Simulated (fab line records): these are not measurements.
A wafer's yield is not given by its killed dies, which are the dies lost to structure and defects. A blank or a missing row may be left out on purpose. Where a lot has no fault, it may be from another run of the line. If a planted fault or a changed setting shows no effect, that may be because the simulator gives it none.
Chamber matching ; flow n5_finfet ; 3 sister chambers for N5_BEOL_M10_PECVD_70 on pecvd-04
The step deposits SiO2 from TEOS/O2, target thk 20 nm, time 22.7 s. 6 wafers are shown with their chamber, then 12 later ones without.

WAFERS WITH THEIR CHAMBER
wafer;chamber;throttle_valve_pct (%);showerhead_plenum_p_Torr (Torr)
L081.5;0;23.5;8.82
L087.1;1;23.3;8.72
L087.5;2;21.4;8.83
L085.1;0;23.5;8.81
L085.5;1;23.2;8.75
L085.6;2;21.1;8.85

WAFERS WHOSE CHAMBER IS MISSING
wafer;throttle_valve_pct (%);showerhead_plenum_p_Torr (Torr)
L089.1;23.2;8.72
L089.2;21.1;8.83
L089.5;23.5;8.81
L091.2;21.1;8.86
L091.4;23.1;8.70
L091.5;23.1;8.71
L094.2;21.3;8.83
L094.3;23.0;8.72
L094.5;21.4;8.84
L096.3;21.5;8.85
L096.4;21.4;8.83
L096.5;23.2;8.72

EACH ONE'S CHAMBER
wafer;from the rows above;in truth
L089.1;1;1
L089.2;2;2
L089.5;0;0
L091.2;2;2
L091.4;1;1
L091.5;1;1
L094.2;2;2
L094.3;1;1
L094.5;2;2
L096.3;2;2
L096.4;2;2
L096.5;1;1
Correct placement for 12 of the 12. Can't be placed from these rows: 0. Number placed wrongly: 0.
How it was worked out, from the rows above alone: a wafer's distance from a chamber is the root of the sum, over the readings, of the square of ((its reading less the chamber's mean) divided by the reading's scatter). If the next closest chamber is less than 2 further off than the closest, the wafer can't be placed; otherwise it belongs to the closest. The mean given for a chamber averages the wafers shown for that chamber. The scatter: take each reading less its chamber's mean, square it, sum over the shown wafers, divide by the number of wafers less the number of chambers, and take the root.
